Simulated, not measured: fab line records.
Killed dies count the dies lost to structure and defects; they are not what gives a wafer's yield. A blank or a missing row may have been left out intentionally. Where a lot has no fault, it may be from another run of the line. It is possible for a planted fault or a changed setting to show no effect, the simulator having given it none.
fab line records | flow n5Finfet
record lots=11 wafers=33 lastDay=17
route steps=1938 shown BEOL_M9@1401 PASSIVATION@1936
lots untouched by any fault: they come from a run of this same line in which no faults occurred
startH: the number of hours between the record's first day and the start of the first shown wafer of the lot | waitH: hours since the lot's step before | " the same as in the row above | L1.1+2: a row that stands for several wafers | - no value, or no start given | * or withheld: withheld | < > ~ a bound
route shown NAME@n: names a module that has steps shown in the file, with the first one's number in the route | usual: average and standard deviation across the fault-free wafers | same: alike in all rows | chamber/n: place in a boat | sites: the reading at each site | _std_site: standard deviation of those values | _edge_site: inner sites' mean taken away from outer sites' mean | radiusMm: how far each site lies from the wafer's centre | mask NAME#n: copy n | behind: tool/chamber where the wafer was last shaped | hold: the reason the lot was held/the length of the hold in hours/how it ended | device: whichever transistor did not switch (one of n, p or np) | end of line: the same wafers' tests at the end of the route | a step with no rows: only its recipe | killed: at the first sort, the dies lost to defects and structure; wafer yield is something else | map: per-die view of a wafer (x killed, . not killed, _ where there is no die)
set.NAME: the setting that was run; set.NAME@STEP: the one run at that earlier step | model.NAME: the simulator's own value behind a step, which no gauge read
the route's steps for a sample of lots (tables are steps, rows are wafers)
services: when a tool's chamber went out of use (startH, in hours from the record's first day, below 0 if earlier), for how many hours, and the reason
## steps
# step N5_BEOL_M9_ILD_DEP_00
# recipe material=SiCOH_lowk targetThkA=3085.1 tempC=300 precursor=DEMS/porogen pressureTorr=5 rfW=500 timeS=58
# usual heaterPowerOuterW=143/19 heaterPowerW=309/30 showerheadPlenumPTorr=5.743/0.02 throttleValvePct=14.3/0.83
# columns lot.wafer tool chamber startH waitH heaterPowerOuterW heaterPowerW showerheadPlenumPTorr sinceWetCleanH throttleValvePct
L865.2 pecvd-01 1 224.58 0.0 152 355 5.732 2016 14.4
L865.3 " 0 " " 154 324 5.730 1291 15.0
L865.6 " 0 " " 163 328 5.750 - 14.4
L866.2 pecvd-02 0 228.68 0.0 114 244 5.781 1114 15.5
L866.5 " 2 " " 141 326 5.749 - 13.4
L866.6 " 1 " " 131 311 5.721 - 14.9
L871.1 pecvd-01 0 260.32 0.0 149 322 5.736 1327 15.0
L871.3 " 2 " " 128 285 5.763 573 13.1
L871.4 " 2 " " 137 289 5.752 - 13.3
L869.3 pecvd-02 1 260.49 0.0 165 353 5.722 1871 14.5
L869.5 " 1 " " 111 288 5.723 - 14.9
L869.6 " 0 " " 135 275 5.771 - 15.9
L872.2 pecvd-04 0 264.94 0.0 153 312 5.735 788 13.3
L872.3 " 1 " " 179 323 5.737 1513 14.8
L872.4 " 2 " " 102 241 5.767 - 13.4
L873.4 pecvd-02 1 265.80 0.1 119 301 5.712 - 14.9
L873.5 " 0 " " 131 261 5.774 - 15.5
L873.6 " 2 " " 123 310 5.748 - 13.7
L879.2 pecvd-04 1 303.51 0.0 169 322 5.732 1551 14.6
L879.5 " 1 " " 174 329 5.732 - 14.8
L879.6 " 0 " " 102 246 5.731 - 13.2
L880.1 pecvd-02 1 314.36 0.0 160 356 5.714 1924 14.7
L880.4 " 2 " " 107 283 5.758 - 13.7
L880.5 " 1 " " 168 362 5.715 - 15.1
L881.4 pecvd-01 1 314.48 0.1 133 312 5.734 - 14.4
L881.5 " 0 " " 131 294 5.715 - 14.6
L881.6 " 2 " " 152 316 5.754 - 13.2
L883.1 pecvd-01 1 332.30 0.0 132 316 5.725 2124 14.1
L883.4 " 0 " " 108 268 5.727 - 14.9
L883.6 " 2 " " 155 311 5.745 - 13.3
L886.2 pecvd-01 0 338.83 0.0 165 331 5.718 1405 14.7
L886.3 " 2 " " 159 321 5.742 651 13.6
L886.4 " 1 " " 164 356 5.725 - 14.4
# step N5_BEOL_M9_HM_DEP_02
# recipe material=TiN targetThkA=200 tempC=25 chamberPressurePa=0.49996
# usual throttleValvePct=30.3/0.63
# columns lot.wafer tool chamber startH waitH throttleValvePct
L865.2 pvdSputter-03 - 226.56 1.3 30.1
L865.3 " - " " 30.5
L865.6 " - " " 30.4
L866.2 pvdSputter-03 - 231.58 1.8 30.3
L866.5 " - " " 30.4
L866.6 " - " " 30.4
L871.1 pvdSputter-03 - 262.54 1.6 30.4
L871.3 " - " " 30.3
L871.4 " - " " 30.2
L869.3 pvdSputter-03 - 262.64 1.5 30.6
L869.5 " - " " 30.2
L869.6 " - " " 30.5
L872.2 pvdSputter-02 - 267.67 2.1 30.3
L872.3 " - " " 29.6
L872.4 " - " " 30.7
L873.4 pvdSputter-02 - 268.09 1.7 29.6
L873.5 " - " " 29.8
L873.6 " - " " 30.6
L879.2 pvdSputter-03 - 306.16 2.0 30.5
L879.5 " - " " 30.5
L879.6 " - " " 30.6
L880.1 pvdSputter-02 - 315.51 0.5 30.7
L880.4 " - " " 30.0
L880.5 " - " " 30.7
L881.4 pvdSputter-01 - 315.78 0.4 29.0
L881.5 " - " " 29.2
L881.6 " - " " 27.8
L883.1 pvdSputter-03 - 334.09 0.7 31.0
L883.4 " - " " 30.7
L883.6 " - " " 30.4
L886.2 pvdSputter-02 - 339.94 0.5 30.7
L886.3 " - " " 30.5
L886.4 " - " " 30.2
# step N5_BEOL_M9_INSPECT_13
# recipe mode=adi inspectInstrument=brightfield
# usual rawDefectCount=398/91
# columns lot.wafer tool chamber startH waitH rawDefectCount
L865.2 defectInspect-01 - 227.11 0.0 405
L865.3 " - " " 425
L865.6 " - " " 363
L866.2 defectInspect-01 - 232.13 0.0 326
L866.5 " - " " 387
L866.6 " - " " 313
L871.1 defectInspect-02 - 263.09 0.0 452
L871.3 " - " " 476
L871.4 " - " " 335
L869.3 defectInspect-02 - 263.26 0.0 284
L869.5 " - " " 352
L869.6 " - " " 353
L872.2 defectInspect-01 - 268.24 0.0 503
L872.3 " - " " 351
L872.4 " - " " 484
L873.4 defectInspect-01 - 268.52 0.0 398
L873.5 " - " " 438
L873.6 " - " " 337
L879.2 defectInspect-01 - 306.71 0.0 226
L879.5 " - " " 311
L879.6 " - " " 321
L880.1 defectInspect-01 - 315.96 0.0 371
L880.4 " - " " 320
L880.5 " - " " 402
L881.4 defectInspect-02 - 316.21 0.0 286
L881.5 " - " " 416
L881.6 " - " " 233
L883.1 defectInspect-02 - 334.64 0.0 340
L883.4 " - " " 588
L883.6 " - " " 370
L886.2 defectInspect-02 - 340.49 0.0 423
L886.3 " - " " 311
L886.4 " - " " 372
# step N5_BEOL_M9_ETCH_61
# recipe chemistry=CF4 target=SiARC targetDepthA=390 maskMaterial=CAR-ArF timeS=65 ionEnergyEv=80 pressureMtorr=40 sourceW=545 biasW=36 Ar_flow_sccm=100 cf4FlowSccm=100 ends=cleared
# usual drypumpMotorCurrentA=5.8/0.5 etchRfOnTimeS=64.5/1.8 oesProductAu=0.68/0.076 rfFwdPowerW=539.6/2.3 rfVppV=184.1/1 showerheadPlenumPTorr=2.14/0.061 throttleValvePct=15.65/0.26
# columns lot.wafer tool chamber startH waitH drypumpMotorCurrentA etchRfOnTimeS oesProductAu rfFwdPowerW rfHoursCounterH rfVppV showerheadPlenumPTorr throttleValvePct
L865.2 rieDiel-02 1 227.19 0.0 5.2 63.5 0.61 542.3 212 185.5 2.21 15.90
L865.3 " 3 " " 6.6 65.7 0.63 536.6 149 184.0 2.14 15.60
L865.6 " 2 " " 5.5 60.8 0.85 541.0 - 183.8 2.10 15.07
L866.2 rieDiel-06 2 232.19 0.0 5.6 65.4 0.69 542.0 84 185.5 2.26 15.39
L866.5 " 0 " " 5.4 63.9 0.64 533.9 - 185.0 2.13 15.82
L866.6 " 3 " " 6.6 66.8 0.76 537.5 - 181.9 2.10 15.68
L871.1 rieDiel-02 1 263.16 0.0 5.2 63.4 0.61 538.7 226 183.0 2.21 15.93
L871.3 " 0 " " 6.1 63.9 0.71 539.0 64 183.9 2.16 15.67
L871.4 " 2 " " 5.6 60.0 0.82 540.4 17 181.7 2.09 15.10
L869.3 rieDiel-06 2 263.33 0.0 5.7 65.4 0.68 542.9 94 185.0 2.26 15.41
L869.5 " 1 " " 5.5 66.4 0.58 540.4 - 182.3 2.03 15.77
L869.6 " 0 " " 5.4 64.1 0.64 538.4 - 183.6 2.13 15.81
L872.2 rieDiel-06 0 269.33 0.0 5.4 82.8 0.56 405.5 176 202.9 2.13 15.82
L872.3 " 1 " " 5.5 66.6 0.59 537.7 215 182.3 2.03 15.78
L872.4 " 2 " " 5.7 65.1 0.69 541.6 96 184.1 2.26 15.41
L873.4 rieDiel-06 0 269.93 0.0 5.4 81.4 0.56 407.2 176 202.9 2.13 15.84
L873.5 " 3 " " 6.6 65.1 0.75 538.0 - 184.1 2.10 15.70
L873.6 " 2 " " 5.7 65.0 0.68 538.8 - 186.1 2.25 15.41
L879.2 rieDiel-01 3 306.78 0.0 6.0 63.7 0.67 537.7 159 183.8 2.07 16.07
L879.5 " 2 " " 5.7 67.0 0.67 540.3 - 186.6 2.25 15.85
L879.6 " 3 " " 5.9 63.5 0.66 540.8 - 185.0 2.07 16.05
L880.1 rieDiel-01 3 316.15 0.0 6.0 62.7 0.67 540.5 161 183.5 2.07 16.06
L880.4 " 0 " " 5.0 65.2 0.58 535.7 250 183.3 2.11 16.02
L880.5 " 1 " " 5.9 67.0 0.74 538.6 - 183.2 2.09 15.47
L881.4 rieDiel-02 3 316.31 0.0 6.6 64.7 0.61 538.5 181 184.2 2.13 15.68
L881.5 " 3 " " 6.6 65.1 0.61 538.3 - 183.4 2.13 15.68
L881.6 " 0 " " 6.1 63.1 0.70 539.8 - 184.0 2.16 15.69
L883.1 rieDiel-02 2 334.71 0.0 5.6 61.2 0.77 540.0 42 183.8 2.08 15.14
L883.4 " 3 " " 6.6 65.3 0.61 538.9 188 183.1 2.13 15.70
L883.6 " 3 " " 6.6 65.3 0.61 537.9 - 184.2 2.13 15.69
L886.2 rieDiel-02 0 340.74 0.0 6.1 63.5 0.68 540.7 92 186.1 2.15 15.72
L886.3 " 3 " " 6.6 65.2 0.61 541.2 191 184.0 2.13 15.67
L886.4 " 3 " " 6.6 65.4 0.61 540.1 - 182.9 2.13 15.68
# step N5_PASSIVATION_PROBE_49
# usual defectLimitedYield=91.4/1.5 killed_at_M0_to_M3=34/9.7 killed_at_M4_up=14/5.7 killedAtContacts=12/5.9 killedAtFrontEnd=37/10 killedAtOther=5/4.7 killedDies=102/18 killedOpen=65/12 killedShort=34/8.8 sort_bin_4_leakage=0.03/0.14 sort_bin_5_function=5.0/0.96 sort_bin_6_memory=3.3/0.7 sort_bin_8_speed=0.03/0.19 sortNPass=1077/18 sortYieldPct=91.3/1.5
# same grossDies=1180 killedAtBackSide=0
# columns lot.wafer tool chamber startH waitH defectLimitedYield[%] killed_at_M0_to_M3 killed_at_M4_up killedAtContacts killedAtFrontEnd killedAtOther killedDies killedOpen killedShort sort_bin_4_leakage[%] sort_bin_5_function[%] sort_bin_6_memory[%] sort_bin_8_speed[%] sortNPass sortYieldPct[%]
L865.2 prober-02 - 289.61 0.1 93.1 22 10 10 35 5 82 55 24 0 3.9 2.6 0 1098 93.1
L865.3 prober-02 - 289.66 0.1 93.1 22 9 6 41 3 81 50 28 0 4.2 2.5 0 1099 93.1
L865.6 prober-02 - 289.81 0.3 91.6 29 13 12 44 1 99 59 40 0 5.2 3.1 0 1081 91.6
L866.2 prober-01 - 293.53 0.1 90.2 40 21 4 51 0 116 82 34 0 6.3 3.2 0 1064 90.2
L866.5 prober-01 - 293.68 0.2 86.7 56 22 17 61 1 157 101 56 0 7.6 5.2 0 1023 86.7
L866.6 prober-01 - 293.73 0.3 89.7 37 15 10 58 2 122 87 35 0 5.8 4.2 0 1058 89.7
L871.1 prober-01 - 321.11 0.0 93.7 29 3 11 31 0 74 45 26 0 4.2 1.6 0 1106 93.7
L871.3 prober-01 - 321.21 0.1 92.9 33 16 9 25 1 84 46 38 0 3.2 3.4 0 1096 92.9
L871.4 prober-01 - 321.26 0.2 94.4 27 10 10 16 3 66 40 26 0 3.6 1.9 0 1114 94.4
L869.3 prober-02 - 325.55 0.1 90.3 43 7 19 42 4 115 72 43 0 5.3 4.0 0 1065 90.3
L869.5 prober-02 - 325.65 0.2 91.4 29 13 23 34 3 102 74 27 0 5.2 3.3 0 1078 91.4
L869.6 prober-02 - 325.70 0.3 91.3 28 12 22 38 3 103 70 31 0 4.9 3.4 0 1077 91.3
L873.4 prober-01 - 333.91 0.2 90.4 47 17 3 41 5 113 72 33 0 5.3 3.3 0 1067 90.4
L873.5 prober-01 - 333.96 0.2 91.4 25 16 9 45 6 101 65 34 0 4.7 3.6 0 1079 91.4
L873.6 prober-01 - 334.01 0.3 90.0 36 16 8 49 9 118 71 46 0 6.2 3.5 0 1062 90.0
L872.2 prober-02 - 335.24 0.1 90.5 34 12 8 43 15 112 57 54 0 5.5 3.5 0.08 1068 90.5
L872.3 prober-02 - 335.29 0.1 91.4 26 14 12 37 12 101 63 38 0 5.2 3.1 0 1079 91.4
L872.4 prober-02 - 335.34 0.2 91.2 33 11 6 37 17 104 67 36 0 5.2 3.3 0 1076 91.2
L879.2 prober-01 - 367.63 0.1 94.1 33 7 0 27 3 70 48 21 0 3.2 2.4 0 1110 94.1
L879.5 prober-01 - 367.78 0.2 94.7 18 7 11 24 3 63 36 26 0 2.7 2.4 0 1117 94.7
L879.6 prober-01 - 367.83 0.3 90.3 41 12 15 43 4 115 77 34 0 5.6 3.6 0 1065 90.3
L880.1 prober-02 - 372.26 0.0 91.4 28 16 14 41 3 102 64 37 1.10 5.2 3.1 0 1065 90.3
L880.4 prober-02 - 372.41 0.2 90.7 40 8 13 42 7 110 61 48 0 4.7 4.2 0 1070 90.7
L880.5 prober-02 - 372.46 0.2 92.5 25 9 11 33 10 88 52 34 0 4.1 3.1 0 1092 92.5
L881.4 prober-01 - 376.39 0.2 90.0 43 14 27 31 3 118 72 43 0 5.6 4.2 0 1062 90.0
L881.5 prober-01 - 376.44 0.2 90.6 35 10 29 34 3 111 71 37 0 5.8 3.4 0 1069 90.6
L881.6 prober-01 - 376.49 0.3 90.0 48 7 30 30 3 118 65 52 0 5.6 3.8 0.08 1062 90.0
L883.1 prober-01 - 399.58 0.0 90.1 56 13 10 34 4 117 71 38 0 5.1 3.9 0 1063 90.1
L883.4 prober-01 - 399.73 0.2 91.2 44 9 10 41 0 104 56 47 0 5.2 3.3 0 1076 91.2
L883.6 prober-01 - 399.83 0.3 88.5 54 10 19 49 4 136 85 47 0 6.4 4.2 0 1044 88.5
L886.2 prober-01 - 406.44 0.1 91.5 36 17 14 31 2 100 65 24 0 4.2 3.9 0 1080 91.5
L886.3 prober-01 - 406.49 0.1 90.3 40 19 10 34 11 114 72 32 0.08 5.3 3.3 0 1065 90.3
L886.4 prober-01 - 406.54 0.2 93.6 21 12 15 24 3 75 55 18 0 3.2 2.9 0 1105 93.6
# killed by level:class
L865.2 FIN_SAQP:geometricParticle:short=8 MOL_CONTACT_COAG:geometricParticle:open=8 BEOL_M3:geometricParticle:open=7 BEOL_M1:geometricParticle:open=5 STARTING-WAFER:geometricParticle:open=5 FIN_SAQP:geometricParticle:open=4 BEOL_M2:geometricParticle:open=4 BEOL_M4:geometricParticle:open=4
L865.3 STI_FIN_REVEAL:geometricParticle:open=18 BEOL_M0:geometricParticle:open=8 DUMMY_GATE:geometricParticle:open=4 BEOL_M3:geometricParticle:open=4 STI_FIN_REVEAL:geometricParticle:short=3 GATE_CUT:geometricParticle:short=3 MOL_CONTACT_COAG:geometricParticle:open=3 MOL_CONTACT_COAG:geometricParticle:short=3
L865.6 BEOL_M2:geometricParticle:open=9 BEOL_M0_SAQP:geometricParticle:short=8 MOL_CONTACT_COAG:geometricParticle:open=7 FIN_SAQP:geometricParticle:short=6 DUMMY_GATE:geometricParticle:open=6 STI_FIN_REVEAL:geometricParticle:open=5 GATE_CUT:geometricParticle:open=5 MOL_CONTACT_COAG:geometricParticle:short=5
L866.2 STI_FIN_REVEAL:geometricParticle:open=18 BEOL_M4:geometricParticle:open=14 BEOL_M3:geometricParticle:open=9 DUMMY_GATE:geometricParticle:open=8 BEOL_M0_SAQP:geometricParticle:short=8 BEOL_M0_SAQP:geometricParticle:open=8 FIN_SAQP:geometricParticle:short=7 BEOL_M1:geometricParticle:open=6
L866.5 STI_FIN_REVEAL:geometricParticle:open=16 MOL_CONTACT_COAG:geometricParticle:open=14 FIN_SAQP:geometricParticle:open=13 FIN_SAQP:geometricParticle:short=11 BEOL_M4:geometricParticle:open=11 BEOL_M2:geometricParticle:open=10 BEOL_M3:geometricParticle:open=10 BEOL_M0_SAQP:geometricParticle:short=9
L866.6 STI_FIN_REVEAL:geometricParticle:open=22 FIN_SAQP:geometricParticle:open=11 BEOL_M4:geometricParticle:open=10 BEOL_M0_SAQP:geometricParticle:short=9 MOL_CONTACT_COAG:geometricParticle:open=8 BEOL_M1:geometricParticle:open=8 BEOL_M0_SAQP:geometricParticle:open=7 STI_FIN_REVEAL:geometricParticle:short=6
L871.1 MOL_CONTACT_COAG:geometricParticle:open=9 BEOL_M0_SAQP:geometricParticle:open=8 FIN_SAQP:geometricParticle:open=6 BEOL_M1:geometricParticle:open=5 BEOL_M0_SAQP:geometricParticle:short=5 STI_FIN_REVEAL:geometricParticle:open=4 FIN_SAQP:geometricParticle:short=3 STI_FIN_REVEAL:geometricParticle:short=3
L871.3 BEOL_M0_SAQP:geometricParticle:short=13 FIN_SAQP:geometricParticle:short=10 BEOL_M0_SAQP:geometricParticle:open=9 BEOL_M4:geometricParticle:open=7 MOL_CONTACT_COAG:geometricParticle:open=6 BEOL_M2:geometricParticle:open=6 FIN_SAQP:geometricParticle:open=5 MOL_CONTACT_COAG:geometricParticle:short=3
L871.4 BEOL_M3:geometricParticle:open=9 MOL_CONTACT_COAG:geometricParticle:open=8 FIN_SAQP:geometricParticle:short=7 BEOL_M0_SAQP:geometricParticle:open=5 BEOL_M0_SAQP:geometricParticle:short=4 BEOL_M4:geometricParticle:open=4 BEOL_M1:geometricParticle:open=3 BEOL_M2:geometricParticle:open=3
L869.3 MOL_CONTACT_COAG:geometricParticle:open=16 FIN_SAQP:geometricParticle:open=10 BEOL_M2:geometricParticle:open=9 BEOL_M0_SAQP:geometricParticle:short=9 BEOL_M0_SAQP:geometricParticle:open=7 BEOL_M1:geometricParticle:open=7 FIN_SAQP:geometricParticle:short=6 GATE_CUT:geometricParticle:short=5
L869.5 MOL_CONTACT_COAG:geometricParticle:open=16 FIN_SAQP:geometricParticle:open=11 BEOL_M2:geometricParticle:open=9 MOL_CONTACT_COAG:geometricParticle:short=7 STI_FIN_REVEAL:geometricParticle:open=7 BEOL_M1:geometricParticle:open=5 BEOL_M4:geometricParticle:open=5 BEOL_M0_SAQP:geometricParticle:short=4
L869.6 MOL_CONTACT_COAG:geometricParticle:open=18 FIN_SAQP:geometricParticle:open=8 FIN_SAQP:geometricParticle:short=6 STI_FIN_REVEAL:geometricParticle:open=6 BEOL_M1:geometricParticle:open=6 BEOL_M2:geometricParticle:open=6 BEOL_M3:geometricParticle:open=6 DUMMY_GATE:geometricParticle:open=5
L873.4 BEOL_M1:geometricParticle:open=20 BEOL_M1:geometricParticle:short=12 FIN_SAQP:geometricParticle:open=11 HKMG_FIN:areaEtch=8 STI_FIN_REVEAL:geometricParticle:open=6 STARTING-WAFER:geometricParticle:short=5 BEOL_M0:geometricParticle:open=4 BEOL_M2:geometricParticle:open=4
L873.5 FIN_SAQP:geometricParticle:short=13 FIN_SAQP:geometricParticle:open=13 STI_FIN_REVEAL:geometricParticle:open=8 MOL_CONTACT_COAG:geometricParticle:open=8 BEOL_M0_SAQP:geometricParticle:open=6 BEOL_M3:geometricParticle:open=6 BEOL_M0_SAQP:geometricParticle:short=4 BEOL_M1:geometricParticle:open=4
L873.6 FIN_SAQP:geometricParticle:open=13 FIN_SAQP:geometricParticle:short=11 BEOL_M1:geometricParticle:open=9 MOL_CONTACT_COAG:geometricParticle:open=8 BEOL_M1:geometricParticle:short=7 BEOL_M0_SAQP:geometricParticle:short=6 STARTING-WAFER:geometricParticle:short=5 GATE_CUT:geometricParticle:short=5
L872.2 FIN_SAQP:geometricParticle:open=11 FIN_SAQP:geometricParticle:short=11 BEOL_M0_SAQP:geometricParticle:short=9 STI_FIN_REVEAL:geometricParticle:open=7 MOL_CONTACT_COAG:geometricParticle:open=6 BEOL_M0_SAQP:geometricParticle:open=6 BEOL_M4:geometricParticle:open=5 PAD_METAL:geometricParticle:short=5
L872.3 FIN_SAQP:geometricParticle:short=11 STI_FIN_REVEAL:geometricParticle:open=10 MOL_CONTACT_COAG:geometricParticle:open=10 BEOL_M2:geometricParticle:open=9 FIN_SAQP:geometricParticle:open=8 BEOL_M4:geometricParticle:open=8 BEOL_M0_SAQP:geometricParticle:short=4 MIM_TOP_ETCH:geometricParticle:open=4
L872.4 STI_FIN_REVEAL:geometricParticle:open=13 BEOL_M0_SAQP:geometricParticle:open=9 FIN_SAQP:geometricParticle:open=8 BEOL_M2:geometricParticle:open=7 BEOL_M0_SAQP:geometricParticle:short=7 MOL_CONTACT_COAG:geometricParticle:open=6 BEOL_M1:geometricParticle:open=6 BEOL_M4:geometricParticle:open=6
L879.2 BEOL_M0_SAQP:geometricParticle:open=10 BEOL_M0_SAQP:geometricParticle:short=7 BEOL_M1:geometricParticle:open=7 STI_FIN_REVEAL:geometricParticle:open=5 BEOL_M8:geometricParticle:open=5 FIN_SAQP:geometricParticle:open=4 FIN_SAQP:geometricParticle:short=3 GATE_CUT:geometricParticle:open=3
L879.5 MOL_CONTACT_COAG:geometricParticle:open=6 FIN_SAQP:geometricParticle:short=5 MOL_CONTACT_COAG:geometricParticle:short=5 BEOL_M2:geometricParticle:open=5 GATE_CUT:geometricParticle:short=3 GATE_CUT:geometricParticle:open=3 BEOL_M0_SAQP:geometricParticle:short=3 BEOL_M1:geometricParticle:open=3
L879.6 MOL_CONTACT_COAG:geometricParticle:open=12 STI_FIN_REVEAL:geometricParticle:open=11 BEOL_M0_SAQP:geometricParticle:short=10 BEOL_M0:geometricParticle:open=6 BEOL_M2:geometricParticle:open=6 DUMMY_GATE:geometricParticle:open=5 GATE_CUT:geometricParticle:open=5 BEOL_M0_SAQP:geometricParticle:open=5
L880.1 FIN_SAQP:geometricParticle:short=12 MOL_CONTACT_COAG:geometricParticle:open=12 BEOL_M0_SAQP:geometricParticle:open=9 STI_FIN_REVEAL:geometricParticle:open=6 BEOL_M0_SAQP:geometricParticle:short=6 STARTING-WAFER:geometricParticle:short=5 BEOL_M3:geometricParticle:open=5 BEOL_M4:geometricParticle:open=5
L880.4 BEOL_M0_SAQP:geometricParticle:short=9 FIN_SAQP:geometricParticle:short=8 FIN_SAQP:geometricParticle:open=8 BEOL_M0_SAQP:geometricParticle:open=8 MOL_CONTACT_COAG:geometricParticle:open=7 GATE_CUT:geometricParticle:short=6 MOL_CONTACT_COAG:geometricParticle:short=6 BEOL_M2:geometricParticle:open=6
L880.5 FIN_SAQP:geometricParticle:short=10 MOL_CONTACT_COAG:geometricParticle:open=9 BEOL_M2:geometricParticle:open=8 FIN_SAQP:geometricParticle:open=6 GATE_CUT:geometricParticle:short=6 BEOL_M4:geometricParticle:open=5 BEOL_M0_SAQP:geometricParticle:short=4 BEOL_M3:geometricParticle:open=4
L881.4 MOL_CONTACT_COAG:geometricParticle:open=24 BEOL_M2:geometricParticle:short=9 STI_FIN_REVEAL:geometricParticle:open=8 FIN_SAQP:geometricParticle:open=7 BEOL_M0:geometricParticle:short=7 BEOL_M0_SAQP:geometricParticle:open=6 BEOL_M2:geometricParticle:open=5 BEOL_M3:geometricParticle:short=5
L881.5 MOL_CONTACT_COAG:geometricParticle:open=23 STI_FIN_REVEAL:geometricParticle:open=15 BEOL_M0_SAQP:geometricParticle:open=7 MOL_CONTACT_COAG:geometricParticle:short=6 BEOL_M3:geometricParticle:short=6 BEOL_M2:geometricParticle:open=5 BEOL_M2:geometricParticle:short=5 ILD0:geometricParticle:open=4
L881.6 MOL_CONTACT_COAG:geometricParticle:open=20 MOL_CONTACT_COAG:geometricParticle:short=10 BEOL_M2:geometricParticle:short=9 BEOL_M2:geometricParticle:open=8 STI_FIN_REVEAL:geometricParticle:open=7 BEOL_M0_SAQP:geometricParticle:short=7 BEOL_M3:geometricParticle:short=7 FIN_SAQP:geometricParticle:open=5
L883.1 BEOL_M0_SAQP:geometricParticle:open=17 BEOL_M0_SAQP:geometricParticle:short=9 BEOL_M2:geometricParticle:open=8 FIN_SAQP:geometricParticle:open=7 MOL_CONTACT_COAG:geometricParticle:open=7 GATE_CUT:geometricParticle:short=6 BEOL_M1:geometricParticle:open=6 BEOL_M3:geometricParticle:open=5
L883.4 BEOL_M0_SAQP:geometricParticle:open=14 BEOL_M0_SAQP:geometricParticle:short=13 GATE_CUT:geometricParticle:open=9 FIN_SAQP:geometricParticle:short=8 GATE_CUT:geometricParticle:short=7 MOL_CONTACT_COAG:geometricParticle:open=5 MOL_CONTACT_COAG:geometricParticle:short=5 BEOL_M2:geometricParticle:open=4
L883.6 FIN_SAQP:geometricParticle:open=20 BEOL_M0_SAQP:geometricParticle:short=20 MOL_CONTACT_COAG:geometricParticle:open=14 BEOL_M0_SAQP:geometricParticle:open=12 BEOL_M3:geometricParticle:open=8 FIN_SAQP:geometricParticle:short=6 STI_FIN_REVEAL:geometricParticle:open=6 MOL_CONTACT_COAG:geometricParticle:short=5
L886.2 MOL_CONTACT_COAG:geometricParticle:open=12 BEOL_M0_SAQP:geometricParticle:open=12 BEOL_M0_SAQP:geometricParticle:short=8 FIN_SAQP:geometricParticle:open=7 BEOL_M4:geometricParticle:open=7 STI_FIN_REVEAL:geometricParticle:open=6 FIN_SAQP:geometricParticle:short=4 GATE_CUT:geometricParticle:open=4
L886.3 MOL_CONTACT_COAG:geometricParticle:open=10 BEOL_M3:geometricParticle:open=10 BEOL_M2:geometricParticle:open=9 BEOL_M4:geometricParticle:open=9 HKMG_FIN:areaEtch=8 FIN_SAQP:geometricParticle:short=7 BEOL_M0_SAQP:geometricParticle:short=7 FIN_SAQP:geometricParticle:open=6
L886.4 MOL_CONTACT_COAG:geometricParticle:open=13 FIN_SAQP:geometricParticle:open=8 FIN_SAQP:geometricParticle:short=7 BEOL_M4:geometricParticle:open=5 BEOL_M3:geometricParticle:open=5 BEOL_M0_SAQP:geometricParticle:open=4 STI_FIN_REVEAL:geometricParticle:open=3 DUMMY_GATE:geometricParticle:open=3
## services
# columns tool chamber startH hours kind
pecvd-04 2 202.38 - clean
pecvd-04 2 202.38 - consumableReplace:showerhead
pecvd-04 2 202.38 29.0 scheduledDown
pecvd-04 2 202.38 29.0 ventCycle
rieDiel-02 1 202.92 6.3 repair
rieDiel-02 2 203.96 6.3 repair
pecvd-04 - 208.56 4.8 repair
rieDiel-02 0 235.54 8.3 repair
rieDiel-02 2 237.24 5.5 repair
pecvd-01 1 241.51 5.5 scheduledDown
rieDiel-06 3 244.82 1.6 repair
rieDiel-02 0 247.99 2.4 repair
rieDiel-02 - 254.53 0.6 repair
pecvd-04 - 259.34 2.2 repair
rieDiel-01 - 265.47 15.6 pm
rieDiel-06 - 265.96 0.7 repair
pecvd-04 2 268.49 5.5 scheduledDown
rieDiel-02 1 272.86 4.6 repair
pecvd-04 2 282.32 2.1 scheduledDown
pecvd-02 2 302.19 8.7 repair
pecvd-01 - 312.19 1.5 repair
rieDiel-01 3 317.19 13.6 repair
pecvd-02 - 334.20 1.7 repair
rieDiel-02 2 338.82 2.0 repair
## key
firstSign step=N5_BEOL_M9_ETCH_61 reading=rfFwdPowerW direction=down sigmas=59 usual=* struck=*
effect step=N5_BEOL_M9_ETCH_61 reading=rfVppV direction=up sigmas=19 usual=184.1 struck=202.9
metAt N5_BEOL_M9_ETCH_61
struckLots L872,L873
struckWafers L872.2,L873.4
notActingAt N5_BEOL_M9_ILD_DEP_00,N5_BEOL_M9_HM_DEP_02,N5_BEOL_M9_INSPECT_13
onsetBetween 263.33 269.33
fault kind=processParameterDrift tool=rieDiel-06 chamber=0 onsetH=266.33 steps=N5_BEOL_M9_ETCH_61 channel=sourceW offset=-130.8 shape=step endH=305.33 actsIn=theseRecipesOnly stated=545
